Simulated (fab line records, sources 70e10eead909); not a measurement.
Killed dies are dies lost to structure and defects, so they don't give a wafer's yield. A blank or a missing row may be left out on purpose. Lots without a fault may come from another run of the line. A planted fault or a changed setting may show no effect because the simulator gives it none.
Chamber matching | flow nand_harc | NHARC_A_STAIRCASE_STRIP_476 on rie_diel-08: 4 sister chambers
The step strips in O2, time 20 s. 4 wafers are shown with their chamber, then 9 later ones without.

WAFERS WITH THEIR CHAMBER
wafer  | chamber | showerhead_plenum_p_Torr (Torr)
L081.2 | 0       | 3.40
L085.1 | 1       | 3.69
L085.5 | 3       | 3.46
L085.6 | 2       | 3.31

WAFERS WITHOUT THEIR CHAMBER
wafer  | showerhead_plenum_p_Torr (Torr)
L088.2 | 3.31
L088.4 | 3.45
L088.6 | 3.31
L091.1 | 3.39
L091.3 | 3.30
L091.6 | 3.39
L093.1 | 3.30
L093.2 | 3.68
L093.3 | 3.45

WHICH CHAMBER EACH WENT THROUGH
wafer  | from the rows above | in truth
L088.2 | 2                   | 2
L088.4 | 3                   | 3
L088.6 | 2                   | 2
L091.1 | 0                   | 0
L091.3 | 2                   | 2
L091.6 | 0                   | 0
L093.1 | 2                   | 2
L093.2 | 1                   | 1
L093.3 | 3                   | 3
Placed correctly: 9 of 9. Can't be placed from these rows: 0. Placed wrongly: 0.
How it was worked out, from the rows above alone: a wafer's distance from a chamber is the root of the sum, over the readings, of the square of ((its reading less the chamber's mean) divided by the reading's scatter). The wafer belongs to the nearest chamber; if the next one is less than 2 further off, it can't be placed. A chamber's mean is the mean of its shown wafers. The scatter: with one shown wafer a chamber, the root of the mean of the squares of how far each hidden wafer lies from its nearest shown one.
